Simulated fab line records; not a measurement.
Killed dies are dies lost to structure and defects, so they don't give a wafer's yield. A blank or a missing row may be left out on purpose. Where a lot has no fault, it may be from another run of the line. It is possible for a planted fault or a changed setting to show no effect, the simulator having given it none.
Chamber matching | flow nand_harc | NHARC_A_STAIRCASE_ETCH_169 on rie_diel-05 has 4 sister chambers
The step etches the open film in CH3F/O2, target depth 50 nm, time 107.1 s. 4 wafers are shown with their chamber, then 12 later ones without.

== WAFERS PAIRED WITH THEIR CHAMBERS ==
wafer  | chamber | drypump_motor_current_A (A)
L088.2 | 0       | 6.7
L088.3 | 3       | 5.7
L092.2 | 1       | 5.3
L092.5 | 2       | 6.2

== WAFERS MISSING THEIR CHAMBER ==
wafer  | drypump_motor_current_A (A)
L094.1 | 6.2
L094.4 | 5.7
L094.5 | 6.2
L093.3 | 6.2
L093.5 | 5.8
L093.6 | 6.7
L096.1 | 6.7
L096.5 | 5.7
L096.6 | 6.2
L097.1 | 5.7
L097.4 | 6.7
L097.5 | 6.7

== THE CHAMBER EACH PASSED THROUGH ==
wafer  | from the rows above | in truth
L094.1 | 2                   | 2
L094.4 | 3                   | 3
L094.5 | 2                   | 2
L093.3 | 2                   | 2
L093.5 | 3                   | 3
L093.6 | 0                   | 0
L096.1 | 0                   | 0
L096.5 | 3                   | 3
L096.6 | 2                   | 2
L097.1 | 3                   | 3
L097.4 | 0                   | 0
L097.5 | 0                   | 0
12 of 12 placed correctly. Left unplaced by these rows: 0. Wrongly placed: 0.
How it was worked out, from the rows above alone: a wafer's distance from a chamber is the root of the sum, over the readings, of the square of ((its reading less the chamber's mean) divided by the reading's scatter). If the next closest chamber is less than 2 further off than the closest, the wafer can't be placed; otherwise it belongs to the closest. The mean given for a chamber averages the wafers shown for that chamber. The scatter: root of mean squared gap, hidden wafer to nearest shown wafer, with one shown wafer a chamber.
